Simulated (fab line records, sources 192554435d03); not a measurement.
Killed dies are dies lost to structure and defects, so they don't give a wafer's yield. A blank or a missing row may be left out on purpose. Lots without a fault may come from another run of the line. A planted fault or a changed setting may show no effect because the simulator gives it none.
Chamber matching | flow n5_finfet | N5_BEOL_M12_VIA_ETCH_16 on rie_diel-01: 4 sister chambers
The step etches SiOC in C4F8/O2/Ar, target depth 724.8 nm. 4 wafers are shown with their chamber, then 11 later ones without.

WAFERS WITH THEIR CHAMBER
wafer  | chamber | drypump_motor_current_A (A)
L084.1 | 2       | 5.8
L084.3 | 3       | 6.4
L084.4 | 1       | 5.6
L086.1 | 0       | 5.2

WAFERS WITHOUT THEIR CHAMBER
wafer  | drypump_motor_current_A (A)
L086.2 | 5.7
L086.6 | 5.8
L085.3 | 5.8
L085.4 | 5.2
L085.6 | 6.4
L092.1 | 5.5
L092.2 | 5.2
L092.6 | 6.4
L094.1 | 5.2
L094.3 | 5.5
L094.4 | 6.4

WHICH CHAMBER EACH WENT THROUGH
wafer  | from the rows above     | in truth
L086.2 | can't be placed: 2 or 1 | 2
L086.6 | 2                       | 2
L085.3 | 2                       | 2
L085.4 | 0                       | 0
L085.6 | 3                       | 3
L092.1 | 1                       | 1
L092.2 | 0                       | 0
L092.6 | 3                       | 3
L094.1 | 0                       | 0
L094.3 | 1                       | 1
L094.4 | 3                       | 3
Placed correctly: 10 of 11. Can't be placed from these rows: 1 (the true chamber is among the candidates in 1). Placed wrongly: 0.
How it was worked out, from the rows above alone: a wafer's distance from a chamber is the root of the sum, over the readings, of the square of ((its reading less the chamber's mean) divided by the reading's scatter). The wafer belongs to the nearest chamber; if the next one is less than 2 further off, it can't be placed. A chamber's mean is the mean of its shown wafers. The scatter: with one shown wafer a chamber, the root of the mean of the squares of how far each hidden wafer lies from its nearest shown one.
